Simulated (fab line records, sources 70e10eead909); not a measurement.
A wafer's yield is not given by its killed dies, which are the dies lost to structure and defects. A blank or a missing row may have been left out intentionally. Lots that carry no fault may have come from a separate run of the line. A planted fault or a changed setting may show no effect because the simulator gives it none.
fab line records | flow nand_harc | part 1 of 2: steps 1 to 27 of 36
[record] lots = 5 | wafers = 15 | last_day = 24
route steps=1159 shown P_GATE@211 P_CONTACT@217
lots that met no fault: taken from a fault-free run of the same line
start_h: hours from the record's first day to the start of the lot's first wafer shown | wait_h: hours from the lot's prior step to this one | " the same as in the row above | L1.1+2: one row covering several wafers at once | - no value present, or no start provided | * or withheld: withheld | < > ~ a bound
route shown NAME@n: NAME is a module with steps in the file, n the number in the route of the first one | usual: mean/standard deviation taken from wafers without a fault | same: alike in all rows | chamber/n: place in a boat | sites: the reading at each site | _std_site: the standard deviation of these | _edge_site: the outer-site mean with the inner-site mean subtracted | radius_mm: how far each site lies from the wafer's centre | mask NAME#n: copy n | behind: the last tool/chamber to shape the wafer | hold: reason for holding the lot/hours on hold/outcome of the hold | device: transistor that didn't switch, given as n, p or np | end of line: the same wafers' tests at the end of the route | a step without rows: its recipe alone | killed: dies that structure and defects cost at the first sort, which is not the same as the wafer's yield | map: a wafer's dies, marking killed ones x, the rest . and places with no die _
set.NAME: setting as actually run; set.NAME@STEP: the setting as run at that earlier step | model.NAME: the simulator's own value behind a step, which no gauge read
lots at selected steps of the route; one table per step, one row per wafer
services: the hour from which a tool's chamber was out of use, counted from the record's first day as start_h (under 0 if before that day), plus the number of hours and why
[[steps]]
[step NHARC_P_GATE_SPUTTER_78]
[recipe] target_thk_a = 100 | material = Ni
lot.wafer  | tool           | chamber | start_h | wait_h
L076.4+1+5 | pvd_sputter-02 | -       | -       | -
L082.1+4+5 | pvd_sputter-01 | -       | -       | -
L086.2+5+6 | pvd_sputter-02 | -       | -       | -
L089.3+4+5 | pvd_sputter-01 | -       | -       | -
L096.4+1+2 | pvd_sputter-02 | -       | -       | -
[step NHARC_P_GATE_SPUTTER_79]
[recipe] target_thk_a = 100 | material = TiN
lot.wafer  | tool           | chamber | start_h | wait_h
L076.1+4+5 | pvd_sputter-02 | -       | -       | -
L082.4+1+5 | pvd_sputter-01 | -       | -       | -
L086.2+6+5 | pvd_sputter-02 | -       | -       | -
L089.4+3+5 | pvd_sputter-01 | -       | -       | -
L096.4+2+1 | pvd_sputter-02 | -       | -       | -
[step NHARC_P_GATE_RTA_80]
[recipe] temp_c = 300 | time_s = 30
[usual] anneal_temp_c_max = 302.0/0.42 | lamp_power_pct = 1.95/0.059 | lamp_zone_3_pct = 1.95/0.059 | wafer_temp_C_max = 301.2/0.3
lot.wafer | tool          | chamber | start_h | wait_h | anneal_temp_c_max | lamp_power_pct | lamp_zone_3_pct | wafer_temp_C_max
L076.1    | rtp_anneal-01 | 0       | 120.46  | -      | 302.3             | 1.88           | 1.89            | 301.1
L076.4    | "             | 0       | "       | "      | 301.6             | 1.89           | 1.88            | 301.5
L076.5    | "             | 0       | "       | "      | 301.6             | 1.88           | 1.89            | 301.4
L082.1    | rtp_anneal-01 | 0       | 153.39  | -      | 302.0             | 1.88           | 1.89            | 301.6
L082.4    | "             | 0       | "       | "      | 301.7             | 1.88           | 1.89            | 301.3
L082.5    | "             | 0       | "       | "      | 301.7             | 1.89           | 1.89            | 301.6
L086.2    | rtp_anneal-02 | 0       | 186.66  | -      | 302.0             | 2.00           | 2.01            | 301.3
L086.5    | "             | 0       | "       | "      | 302.0             | 2.01           | 2.01            | 301.2
L086.6    | "             | 0       | "       | "      | 301.9             | 2.01           | 2.00            | 301.3
L089.3    | rtp_anneal-02 | 0       | 204.61  | -      | 302.2             | 2.01           | 2.00            | 301.3
L089.4    | "             | 0       | "       | "      | 302.2             | 2.01           | 2.00            | 301.5
L089.5    | "             | 0       | "       | "      | 302.0             | 2.01           | 2.00            | 301.0
L096.1    | rtp_anneal-02 | 0       | 242.92  | -      | 302.9             | 2.00           | 2.00            | 301.8
L096.2    | "             | 0       | "       | "      | 302.3             | 2.01           | 2.00            | 301.5
L096.4    | "             | 0       | "       | "      | 302.4             | 2.00           | 2.00            | 301.2
[step NHARC_P_GATE_STRIP_67]
[recipe] time_s = 600 | temp_c = 130 | chemistry = SPM
[usual] bath_guard_temp_C = 130.0/0.48
lot.wafer | tool         | chamber | start_h | wait_h | bath_guard_temp_C
L076.5    | wet_bench-02 | 4       | 120.66  | 0.1    | 130.1
L076.4    | "            | 5       | "       | "      | 129.3
L076.1    | "            | 6       | "       | "      | 128.9
L082.1    | wet_bench-02 | 1       | 153.59  | 0.2    | 130.8
L082.4    | "            | 3       | "       | "      | 130.5
L082.5    | "            | 5       | "       | "      | 129.0
L086.2    | wet_bench-07 | 3       | 186.83  | 0.1    | 129.1
L086.6    | "            | 5       | "       | "      | 130.6
L086.5    | "            | 7       | "       | "      | 129.0
L089.3    | wet_bench-02 | 1       | 204.75  | 0.1    | 130.3
L089.5    | "            | 3       | "       | "      | 130.3
L089.4    | "            | 6       | "       | "      | 129.8
L096.2    | wet_bench-02 | 5       | 243.13  | 0.2    | 129.4
L096.1    | "            | 7       | "       | "      | 130.3
L096.4    | "            | 1       | "       | "      | 130.1
[step NHARC_P_GATE_RTA_82]
[recipe] temp_c = 450 | time_s = 30
[usual] anneal_temp_c_max = 453.0/0.64 | lamp_power_pct = 3.81/0.11 | lamp_zone_3_pct = 3.81/0.11 | wafer_temp_C_max = 451.9/0.44
lot.wafer | tool          | chamber | start_h | wait_h | anneal_temp_c_max | lamp_power_pct | lamp_zone_3_pct | wafer_temp_C_max
L076.1    | rtp_anneal-01 | 0       | 120.92  | -      | 452.3             | 3.71           | 3.71            | 451.7
L076.4    | "             | 0       | "       | "      | 452.7             | 3.70           | 3.70            | 451.8
L076.5    | "             | 0       | "       | "      | 452.5             | 3.71           | 3.71            | 452.3
L082.1    | rtp_anneal-02 | 0       | 153.84  | -      | 452.1             | 3.94           | 3.94            | 451.3
L082.4    | "             | 0       | "       | "      | 454.3             | 3.94           | 3.93            | 451.7
L082.5    | "             | 0       | "       | "      | 452.7             | 3.94           | 3.94            | 451.8
L086.2    | rtp_anneal-02 | 0       | 187.11  | -      | 454.2             | 3.94           | 3.94            | 451.6
L086.5    | "             | 0       | "       | "      | 454.0             | 3.94           | 3.93            | 451.5
L086.6    | "             | 0       | "       | "      | 454.0             | 3.94           | 3.93            | 451.3
L089.3    | rtp_anneal-02 | 0       | 205.20  | -      | 453.2             | 3.94           | 3.95            | 451.6
L089.4    | "             | 0       | "       | "      | 453.1             | 3.94           | 3.94            | 451.4
L089.5    | "             | 0       | "       | "      | 452.8             | 3.93           | 3.94            | 452.1
L096.1    | rtp_anneal-01 | 0       | 243.38  | -      | 453.0             | 3.71           | 3.71            | 451.6
L096.2    | "             | 0       | "       | "      | 452.6             | 3.71           | 3.71            | 452.3
L096.4    | "             | 0       | "       | "      | 452.8             | 3.71           | 3.71            | 451.9
[step NHARC_P_GATE_INSPECT_68]
[usual] raw_defect_count = 222/77
lot.wafer | tool              | chamber | start_h | wait_h | raw_defect_count
L076.1    | defect_inspect-02 | -       | 121.12  | 0.2    | 214
L076.4    | "                 | -       | "       | "      | 155
L076.5    | "                 | -       | "       | "      | 186
L082.1    | defect_inspect-01 | -       | 154.04  | 0.2    | 261
L082.4    | "                 | -       | "       | "      | 244
L082.5    | "                 | -       | "       | "      | 228
L086.2    | defect_inspect-02 | -       | 187.28  | 0.1    | 258
L086.5    | "                 | -       | "       | "      | 310
L086.6    | "                 | -       | "       | "      | 163
L089.3    | defect_inspect-01 | -       | 205.35  | 0.1    | 214
L089.4    | "                 | -       | "       | "      | 223
L089.5    | "                 | -       | "       | "      | 298
L096.1    | defect_inspect-01 | -       | 243.58  | 0.2    | 250
L096.2    | "                 | -       | "       | "      | 312
L096.4    | "                 | -       | "       | "      | 235
[step NHARC_P_CONTACT_DEP_30]
[recipe] target_thk_a = 300 | temp_c = 400 | target_thk_nm = 30 | flow_sccm = 200 | rf_w = 450 | material = SiNx
[usual] heater_power_w = 737/140
lot.wafer | tool     | chamber | start_h | wait_h | heater_power_w
L076.1    | pecvd-02 | 0       | 121.47  | 0.4    | 728
L076.4    | "        | 1       | "       | "      | 612
L076.5    | "        | 2       | "       | "      | 515
L082.1    | pecvd-04 | 1       | 154.15  | 0.1    | 709
L082.5    | "        | 1       | "       | "      | 721
L082.4    | "        | 2       | "       | "      | 814
L086.2    | pecvd-04 | 2       | 187.82  | 0.5    | 828
L086.5    | "        | 2       | "       | "      | 804
L086.6    | "        | 0       | "       | "      | 760
L089.3    | pecvd-02 | 0       | 205.49  | 0.1    | 794
L089.4    | "        | 1       | "       | "      | 640
L089.5    | "        | 2       | "       | "      | 440
L096.1    | pecvd-03 | 2       | 243.68  | 0.1    | 1088
L096.2    | "        | 0       | "       | "      | 665
L096.4    | "        | 0       | "       | "      | 680
[step NHARC_P_CONTACT_DEP_00]
[recipe] target_thk_a = 5000 | temp_c = 400 | pressure_torr = 6.5 | rf_w = 900 | teos_flow_sccm = 161.4 | flow_sccm = 2650 | target_thk_nm = 500 | gas = O2 | material = SiO2
[usual] heater_power_w = 591/130 | throttle_valve_pct = 15.7/0.57
lot.wafer | tool     | chamber | start_h | wait_h | heater_power_w | throttle_valve_pct
L076.1    | pecvd-02 | 0       | -       | -      | 604            | 15.4
L076.4    | "        | 1       | "       | "      | 559            | 15.9
L076.5    | "        | 2       | "       | "      | 337            | 15.6
L082.1    | pecvd-04 | 1       | -       | -      | 650            | 16.0
L082.5    | "        | 1       | "       | "      | 665            | 16.3
L082.4    | "        | 2       | "       | "      | 664            | 15.5
L086.2    | pecvd-04 | 2       | -       | -      | 527            | 15.7
L086.5    | "        | 2       | "       | "      | 578            | 15.8
L086.6    | "        | 0       | "       | "      | 577            | 17.0
L089.3    | pecvd-02 | 0       | -       | -      | 584            | 14.7
L089.4    | "        | 1       | "       | "      | 598            | 16.4
L089.5    | "        | 2       | "       | "      | 381            | 15.5
L096.1    | pecvd-03 | 2       | -       | -      | 829            | 16.1
L096.2    | "        | 0       | "       | "      | 539            | 15.0
L096.4    | "        | 0       | "       | "      | 548            | 14.9
[step NHARC_P_CONTACT_CMP_01]
[recipe] target_thk_nm = 200 | material = SiO2
[usual] motor_current_A = 11.9/1.3
lot.wafer | tool   | chamber | start_h | wait_h | motor_current_A
L076.1    | cmp-01 | 2       | 122.11  | -      | 12.2
L076.4    | "      | 1       | "       | "      | 12.0
L076.5    | "      | 3       | "       | "      | 15.1
L082.1    | cmp-04 | 3       | 154.85  | -      | 12.2
L082.4    | "      | 1       | "       | "      | 11.8
L082.5    | "      | 2       | "       | "      | 11.1
L086.2    | cmp-02 | 3       | 188.61  | -      | 11.1
L086.5    | "      | 0       | "       | "      | 9.8
L086.6    | "      | 1       | "       | "      | 11.3
L089.4    | cmp-01 | 1       | 206.17  | -      | 11.5
L089.3    | "      | 2       | "       | "      | 11.4
L089.5    | "      | 0       | "       | "      | 10.7
L096.2    | cmp-01 | 3       | 244.38  | -      | 14.7
L096.1    | "      | 0       | "       | "      | 10.9
L096.4    | "      | 1       | "       | "      | 12.8
[step NHARC_P_CONTACT_SRD_03]
lot.wafer  | tool         | chamber | start_h | wait_h
L076.1+4+5 | wet_bench-05 | 5,7,2   | 122.41  | 0.0
L082.5+4+1 | wet_bench-06 | 0,3,4   | 155.12  | 0.0
L086.2+6+5 | wet_bench-05 | 7,0,4   | 188.83  | 0.0
L089.5+4+3 | wet_bench-04 | 4,5,1   | 206.41  | 0.0
L096.1+4+2 | wet_bench-06 | 2,5,6   | 244.66  | 0.0
[step NHARC_P_CONTACT_DEHYDRATE_04]
[recipe] temp_c = 150 | time_s = 120
lot.wafer  | tool           | chamber | start_h | wait_h
L076.1+4+5 | litho_track-01 | 0       | 122.49  | 0.1
L082.1+4+5 | litho_track-04 | 0       | 155.20  | 0.1
L086.2+5+6 | litho_track-04 | 0       | 188.91  | 0.1
L089.3+4+5 | litho_track-01 | 0       | 206.50  | 0.1
L096.1+2+4 | litho_track-06 | 0       | 244.74  | 0.1
[step NHARC_P_CONTACT_HMDS_05]
[recipe] time_s = 30
lot.wafer  | tool           | chamber | start_h | wait_h
L076.1+4+5 | litho_track-01 | 0       | -       | -
L082.1+4+5 | litho_track-04 | 0       | -       | -
L086.2+5+6 | litho_track-04 | 0       | -       | -
L089.3+4+5 | litho_track-01 | 0       | -       | -
L096.1+2+4 | litho_track-06 | 0       | -       | -
[step NHARC_P_CONTACT_COAT_33]
[recipe] temp_c = 260 | time_s = 75
lot.wafer  | tool           | chamber | start_h | wait_h
L076.1+4+5 | litho_track-01 | 0       | -       | -
L082.1+4+5 | litho_track-04 | 0       | -       | -
L086.2+5+6 | litho_track-04 | 0       | -       | -
L089.3+4+5 | litho_track-01 | 0       | -       | -
L096.1+2+4 | litho_track-06 | 0       | -       | -
[step NHARC_P_CONTACT_COAT_34]
[recipe] temp_c = 225 | time_s = 65
lot.wafer  | tool           | chamber | start_h | wait_h
L076.1+4+5 | litho_track-01 | 0       | -       | -
L082.1+4+5 | litho_track-04 | 0       | -       | -
L086.2+5+6 | litho_track-04 | 0       | -       | -
L089.3+4+5 | litho_track-01 | 0       | -       | -
L096.1+2+4 | litho_track-06 | 0       | -       | -
[step NHARC_P_CONTACT_COAT_06]
[recipe] spin_rpm = 1500 | resist_thk_nm = 90
lot.wafer  | tool           | chamber | start_h | wait_h
L076.1+4+5 | litho_track-01 | 0       | -       | -
L082.1+4+5 | litho_track-04 | 0       | -       | -
L086.2+5+6 | litho_track-04 | 0       | -       | -
L089.3+4+5 | litho_track-01 | 0       | -       | -
L096.1+2+4 | litho_track-06 | 0       | -       | -
[step NHARC_P_CONTACT_SOFTBAKE_07]
[recipe] temp_c = 105 | time_s = 55
lot.wafer  | tool           | chamber | start_h | wait_h
L076.1+4+5 | litho_track-01 | 0       | -       | -
L082.1+4+5 | litho_track-04 | 0       | -       | -
L086.2+5+6 | litho_track-04 | 0       | -       | -
L089.3+4+5 | litho_track-01 | 0       | -       | -
L096.1+2+4 | litho_track-06 | 0       | -       | -
[step NHARC_P_CONTACT_EBR_08]
lot.wafer  | tool           | chamber | start_h | wait_h
L076.1+4+5 | litho_track-01 | 0       | -       | -
L082.1+4+5 | litho_track-04 | 0       | -       | -
L086.2+5+6 | litho_track-04 | 0       | -       | -
L089.3+4+5 | litho_track-01 | 0       | -       | -
L096.1+2+4 | litho_track-06 | 0       | -       | -
[step NHARC_P_CONTACT_EXPOSE_09]
[recipe] na = 1.35 | target_cd_nm = 90 | dose_mj = 81.26 | mask_id = P_CA
[usual] exposure_dose_mJ_cm2 = 81.24/0.08
lot.wafer | tool            | chamber | start_h | wait_h | mask   | exposure_dose_mJ_cm2
L076.1    | arfi_scanner-02 | 0       | 122.80  | -      | P_CA#0 | 81.21
L076.4    | "               | 0       | "       | "      | P_CA#0 | 81.29
L076.5    | "               | 0       | "       | "      | P_CA#0 | 81.29
L082.1    | arfi_scanner-02 | 0       | 155.39  | -      | P_CA#0 | 81.23
L082.4    | "               | 0       | "       | "      | P_CA#0 | 81.18
L082.5    | "               | 0       | "       | "      | P_CA#0 | 81.15
L086.2    | arfi_scanner-01 | 0       | 189.10  | -      | P_CA#0 | 81.15
L086.5    | "               | 0       | "       | "      | P_CA#0 | 81.29
L086.6    | "               | 0       | "       | "      | P_CA#0 | 81.33
L089.3    | arfi_scanner-01 | 0       | 206.82  | -      | P_CA#0 | 81.32
L089.4    | "               | 0       | "       | "      | P_CA#0 | 81.35
L089.5    | "               | 0       | "       | "      | P_CA#0 | 81.34
L096.1    | arfi_scanner-01 | 0       | 245.05  | -      | P_CA#0 | 81.29
L096.2    | "               | 0       | "       | "      | P_CA#0 | 81.42
L096.4    | "               | 0       | "       | "      | P_CA#0 | 81.27
[step NHARC_P_CONTACT_PEB_10]
[recipe] peb_temp_c = 100 | peb_time_s = 65
lot.wafer  | tool           | chamber | start_h | wait_h
L076.1+4+5 | litho_track-01 | 0       | 122.86  | 0.1
L082.1+4+5 | litho_track-01 | 0       | 155.45  | 0.1
L086.2+5+6 | litho_track-04 | 0       | 189.16  | 0.1
L089.3+4+5 | litho_track-06 | 0       | 206.87  | 0.0
L096.1+2+4 | litho_track-04 | 0       | 245.12  | 0.1
[step NHARC_P_CONTACT_DEVELOP_11]
[recipe] develop_time_s = 35 | dev_temp_c = 23
lot.wafer  | tool           | chamber | start_h | wait_h
L076.1+4+5 | litho_track-01 | 0       | -       | -
L082.1+4+5 | litho_track-01 | 0       | -       | -
L086.2+5+6 | litho_track-04 | 0       | -       | -
L089.3+4+5 | litho_track-06 | 0       | -       | -
L096.1+2+4 | litho_track-04 | 0       | -       | -
[step NHARC_P_CONTACT_CD_MEAS_12]
[recipe] target_cd_nm = 90 | landing_energy_ev = 500
[usual] cd_nm = 89.9/0.57
lot.wafer | tool      | chamber | start_h | wait_h | cd_nm
L076.1    | cd_sem-02 | 0       | 122.94  | -      | 90.1
L076.4    | "         | 0       | "       | "      | 90.5
L076.5    | "         | 0       | "       | "      | 90.9
L082.1    | cd_sem-01 | 0       | 155.53  | -      | 90.2
L082.4    | "         | 0       | "       | "      | 90.8
L082.5    | "         | 0       | "       | "      | 89.5
L086.2    | cd_sem-01 | 0       | 189.24  | -      | 90.6
L086.5    | "         | 0       | "       | "      | 89.5
L086.6    | "         | 0       | "       | "      | 90.3
L089.3    | cd_sem-03 | 0       | 206.96  | -      | 89.6
L089.4    | "         | 0       | "       | "      | 89.4
L089.5    | "         | 0       | "       | "      | 89.3
L096.1    | cd_sem-01 | 0       | 245.19  | -      | 89.9
L096.2    | "         | 0       | "       | "      | 89.1
L096.4    | "         | 0       | "       | "      | 89.2
[step NHARC_P_CONTACT_OVL_MEAS_13]
[usual] overlay_x_nm = 0.1/0.93 | overlay_y_nm = 0.2/0.83
lot.wafer | tool       | chamber | start_h | wait_h | overlay_x_nm | overlay_y_nm
L076.1    | overlay-01 | -       | 123.03  | -      | -0.1         | -0.8
L076.4    | "          | -       | "       | "      | 0.2          | -0.8
L076.5    | "          | -       | "       | "      | -0.3         | -0.6
L082.1    | overlay-01 | -       | 155.61  | -      | 0.3          | -0.2
L082.4    | "          | -       | "       | "      | 1.2          | -0.9
L082.5    | "          | -       | "       | "      | 0.7          | -1.0
L086.2    | overlay-02 | -       | 189.33  | -      | -0.5         | 0.4
L086.5    | "          | -       | "       | "      | -0.4         | -0.5
L086.6    | "          | -       | "       | "      | -0.3         | -0.7
L089.3    | overlay-02 | -       | 207.05  | -      | 0.4          | -0.3
L089.4    | "          | -       | "       | "      | -0.1         | -0.5
L089.5    | "          | -       | "       | "      | -0.4         | -0.3
L096.1    | overlay-01 | -       | 245.28  | -      | -0.1         | 1.0
L096.2    | "          | -       | "       | "      | -0.7         | 1.3
L096.4    | "          | -       | "       | "      | -0.6         | 1.2
[step NHARC_P_CONTACT_INSPECT_14]
[usual] raw_defect_count = 3.7/2.2
lot.wafer | tool              | chamber | start_h | wait_h | raw_defect_count
L076.1    | defect_inspect-02 | -       | 123.07  | 0.0    | 4
L076.4    | "                 | -       | "       | "      | 1
L076.5    | "                 | -       | "       | "      | 2
L082.1    | defect_inspect-01 | -       | 155.65  | 0.0    | 3
L082.4    | "                 | -       | "       | "      | 8
L082.5    | "                 | -       | "       | "      | 5
L086.2    | defect_inspect-01 | -       | 189.36  | 0.0    | 5
L086.5    | "                 | -       | "       | "      | 6
L086.6    | "                 | -       | "       | "      | 6
L089.3    | defect_inspect-02 | -       | 207.08  | 0.0    | 4
L089.4    | "                 | -       | "       | "      | 5
L089.5    | "                 | -       | "       | "      | 3
L096.1    | defect_inspect-01 | -       | 245.32  | 0.0    | 7
L096.2    | "                 | -       | "       | "      | 6
L096.4    | "                 | -       | "       | "      | 2
[step NHARC_P_CONTACT_DESCUM_17]
[recipe] time_s = 3 | o2_flow_sccm = 200 | ar_flow_sccm = 0 | bias_power_w = 0 | chemistry = O2
[usual] drypump_motor_current_A = 5.8/0.46 | oes_product_au = 1.000/0.0087 | rf_vpp_V = 57.6/0.85 | showerhead_plenum_p_Torr = 1.88/0.084 | throttle_valve_pct = 11.312/0.0091
lot.wafer | tool        | chamber | start_h | wait_h | drypump_motor_current_A | oes_product_au | rf_hours_counter_h | rf_vpp_V | showerhead_plenum_p_Torr | throttle_valve_pct
L076.4    | rie_diel-08 | 3       | 123.13  | 0.1    | 5.9                     | 1.002          | 13                 | 57.1     | 1.83                     | 11.309
L076.1    | "           | 0       | "       | "      | 5.8                     | 0.994          | 15                 | 58.3     | 1.98                     | 11.320
L076.5    | "           | 3       | "       | "      | 5.9                     | 0.992          | -                  | 58.2     | 1.83                     | 11.319
L082.4    | rie_diel-04 | 3       | 155.73  | 0.1    | 6.4                     | 1.015          | 4                  | 57.3     | 1.79                     | 11.312
L082.1    | "           | 0       | "       | "      | 5.9                     | 0.999          | 4                  | 57.8     | 2.03                     | 11.315
L082.5    | "           | 2       | "       | "      | 5.7                     | 1.011          | -                  | 56.8     | 1.79                     | 11.319
L086.2    | rie_diel-04 | 3       | 189.44  | 0.1    | 6.4                     | 0.999          | 8                  | 57.1     | 1.79                     | 11.319
L086.6    | "           | 1       | "       | "      | 5.1                     | 0.988          | -                  | 57.8     | 1.87                     | 11.322
L086.5    | "           | 2       | "       | "      | 5.7                     | 0.992          | -                  | 57.6     | 1.79                     | 11.316
L089.4    | rie_diel-04 | 2       | 207.14  | 0.1    | 5.7                     | 0.998          | 10                 | 57.9     | 1.79                     | 11.319
L089.3    | "           | 0       | "       | "      | 5.9                     | 0.990          | 10                 | 59.4     | 2.03                     | 11.321
L089.5    | "           | 2       | "       | "      | 5.7                     | 0.992          | -                  | 57.1     | 1.79                     | 11.322
L096.1    | rie_diel-04 | 3       | 245.38  | 0.1    | 6.4                     | 0.999          | 14                 | 58.6     | 1.79                     | 11.289
L096.4    | "           | 1       | "       | "      | 5.1                     | 0.989          | 15                 | 56.6     | 1.87                     | 11.320
L096.2    | "           | 2       | "       | "      | 5.7                     | 0.997          | 13                 | 57.6     | 1.79                     | 11.294
[step NHARC_P_CONTACT_ETCH_35]
[recipe] target_depth_a = 390 | over_etch_frac = 0.3 | time_s = 65 | ion_energy_ev = 80 | cf4_flow_sccm = 150 | ar_flow_sccm = 0 | rf_w = 300 | bias_w = 100 | chemistry = CF4
[usual] bias_w = 100.0/0.32 | drypump_motor_current_A = 5.8/0.44 | oes_product_au = 0.999/0.0083 | rf_vpp_V = 151.0/1.2 | showerhead_plenum_p_Torr = 1.74/0.073 | throttle_valve_pct = 13.284/0.0089
lot.wafer | tool        | chamber | start_h | wait_h | bias_w | drypump_motor_current_A | oes_product_au | rf_hours_counter_h | rf_vpp_V | showerhead_plenum_p_Torr | throttle_valve_pct
L076.4    | rie_diel-08 | 2       | 123.24  | 0.1    | 99.7   | 6.0                     | 1.005          | 13                 | 149.8    | 1.80                     | 13.300
L076.1    | "           | 3       | "       | "      | 100.3  | 5.9                     | 1.010          | 13                 | 151.2    | 1.70                     | 13.279
L076.5    | "           | 1       | "       | "      | 99.7   | 6.8                     | 1.007          | -                  | 150.5    | 1.72                     | 13.284
L082.4    | rie_diel-04 | 1       | 155.80  | 0.1    | 99.6   | 5.1                     | 0.980          | 5                  | 152.2    | 1.73                     | 13.287
L082.1    | "           | 2       | "       | "      | 99.4   | 5.7                     | 0.995          | 5                  | 149.8    | 1.66                     | 13.280
L082.5    | "           | 1       | "       | "      | 100.0  | 5.1                     | 0.994          | -                  | 149.0    | 1.73                     | 13.271
L086.2    | rie_diel-04 | 1       | 189.53  | 0.1    | 99.4   | 5.1                     | 0.984          | 9                  | 150.7    | 1.73                     | 13.291
L086.5    | "           | 2       | "       | "      | 99.6   | 5.7                     | 1.002          | -                  | 149.0    | 1.66                     | 13.267
L086.6    | "           | 3       | "       | "      | 99.6   | 6.4                     | 0.998          | -                  | 150.2    | 1.66                     | 13.293
L089.4    | rie_diel-04 | 2       | 207.23  | 0.1    | 100.4  | 5.7                     | 1.005          | 10                 | 150.8    | 1.66                     | 13.286
L089.3    | "           | 0       | "       | "      | 99.9   | 5.9                     | 1.002          | 10                 | 152.7    | 1.87                     | 13.302
L089.5    | "           | 2       | "       | "      | 100.4  | 5.7                     | 0.995          | -                  | 149.9    | 1.66                     | 13.272
L096.1    | rie_diel-04 | 0       | 245.47  | 0.1    | 99.7   | 5.9                     | 0.999          | 14                 | 155.0    | 1.87                     | 13.283
L096.2    | "           | 1       | "       | "      | 99.9   | 5.1                     | 1.001          | 15                 | 150.6    | 1.73                     | 13.294
L096.4    | "           | 2       | "       | "      | 100.6  | 5.7                     | 0.998          | 13                 | 149.2    | 1.66                     | 13.288
[step NHARC_P_CONTACT_ETCH_36]
[recipe] target_depth_a = 2600 | over_etch_frac = 0.25 | time_s = 406.25 | ion_energy_ev = 200 | n2_flow_sccm = 150 | h2_flow_sccm = 150 | ar_flow_sccm = 0 | rf_w = 400 | bias_w = 150 | chemistry = N2/H2
[usual] bias_w = 149.9/0.4 | drypump_motor_current_A = 5.8/0.46 | h2_flow_sccm = 149.9/0.48 | n2_flow_sccm = 150.0/0.4 | oes_product_au = 0.998/0.0085 | rf_vpp_V = 429.7/2.6 | showerhead_plenum_p_Torr = 2.01/0.091 | throttle_valve_pct = 14.171/0.0085
lot.wafer | tool        | chamber | start_h | wait_h | bias_w | drypump_motor_current_A | h2_flow_sccm | n2_flow_sccm | oes_product_au | rf_hours_counter_h | rf_vpp_V | showerhead_plenum_p_Torr | throttle_valve_pct
L076.4    | rie_diel-08 | 2       | -       | -      | 149.9  | 6.0                     | 150.7        | 149.9        | 0.995          | 13                 | 432.6    | 2.08                     | 14.173
L076.1    | "           | 0       | "       | "      | 149.6  | 5.8                     | 150.0        | 150.5        | 1.005          | 15                 | 433.8    | 2.11                     | 14.170
L076.5    | "           | 2       | "       | "      | 149.9  | 6.0                     | 149.8        | 149.7        | 0.990          | -                  | 431.5    | 2.08                     | 14.172
L082.4    | rie_diel-04 | 0       | -       | -      | 149.7  | 5.9                     | 149.4        | 149.7        | 0.991          | 4                  | 433.8    | 2.17                     | 14.165
L082.1    | "           | 2       | "       | "      | 150.1  | 5.7                     | 150.0        | 149.6        | 1.000          | 5                  | 426.2    | 1.90                     | 14.162
L082.5    | "           | 0       | "       | "      | 149.7  | 5.9                     | 149.8        | 149.9        | 0.986          | -                  | 434.1    | 2.17                     | 14.169
L086.2    | rie_diel-04 | 3       | -       | -      | 149.4  | 6.4                     | 150.6        | 150.8        | 1.003          | 8                  | 426.4    | 1.91                     | 14.179
L086.6    | "           | 2       | "       | "      | 150.0  | 5.7                     | 149.7        | 150.6        | 0.993          | -                  | 427.0    | 1.90                     | 14.183
L086.5    | "           | 3       | "       | "      | 149.7  | 6.4                     | 149.5        | 149.4        | 0.989          | -                  | 425.9    | 1.91                     | 14.169
L089.4    | rie_diel-04 | 3       | -       | -      | 150.5  | 6.4                     | 149.8        | 150.6        | 0.996          | 10                 | 425.6    | 1.91                     | 14.170
L089.3    | "           | 1       | "       | "      | 150.1  | 5.1                     | 149.9        | 149.6        | 0.984          | 12                 | 429.0    | 1.99                     | 14.184
L089.5    | "           | 3       | "       | "      | 150.0  | 6.4                     | 150.7        | 151.0        | 0.992          | -                  | 426.7    | 1.90                     | 14.171
L096.1    | rie_diel-04 | 1       | -       | -      | 149.8  | 5.1                     | 149.2        | 150.3        | 0.981          | 15                 | 429.5    | 1.99                     | 14.170
L096.4    | "           | 3       | "       | "      | 150.3  | 6.4                     | 150.8        | 149.7        | 1.002          | 14                 | 427.2    | 1.90                     | 14.166
L096.2    | "           | 0       | "       | "      | 149.8  | 5.9                     | 150.9        | 149.6        | 0.985          | 14                 | 436.5    | 2.16                     | 14.174
[step NHARC_P_CONTACT_ETCH_18]
[recipe] target_depth_a = 4810 | time_s = 240.5 | c4f8_flow_sccm = 20 | o2_flow_sccm = 10 | ar_flow_sccm = withheld | rf_w = 600 | bias_w = 1500 | chemistry = C4F8/O2/Ar
[usual] bias_w = 1500/4.6 | oes_product_au = 0.963/0.017 | rf_vpp_V = 976/5.9
lot.wafer | tool        | chamber | start_h | wait_h | bias_w | oes_product_au | rf_hours_counter_h | rf_vpp_V
L076.1    | rie_diel-08 | 3       | -       | -      | 1497   | 0.931          | 13                 | 971
L076.4    | "           | 0       | "       | "      | 1499   | 0.937          | 16                 | 982
L076.5    | "           | 3       | "       | "      | 1501   | 0.941          | -                  | 972
L082.4    | rie_diel-04 | 3       | -       | -      | 1493   | 0.977          | 4                  | 969
L082.1    | "           | 0       | "       | "      | 1499   | 0.963          | 4                  | 986
L082.5    | "           | 3       | "       | "      | 1488   | 0.988          | -                  | 971
L086.2    | rie_diel-04 | 3       | -       | -      | 1499   | 0.972          | 8                  | 969
L086.6    | "           | 3       | "       | "      | 1499   | 0.973          | -                  | 971
L086.5    | "           | 0       | "       | "      | 1504   | 0.974          | -                  | 986
L089.4    | rie_diel-04 | 2       | -       | -      | 1504   | 0.962          | 10                 | 969
L089.3    | "           | 3       | "       | "      | 1499   | 0.973          | 10                 | 970
L089.5    | "           | 2       | "       | "      | 1504   | 0.975          | -                  | 969
L096.4    | rie_diel-04 | 2       | -       | -      | 1502   | 0.918          | 13                 | 970
L096.2    | "           | 3       | "       | "      | 1508   | 0.916          | 14                 | 970
L096.1    | "           | 0       | "       | "      | 1494   | 0.915          | 14                 | 987
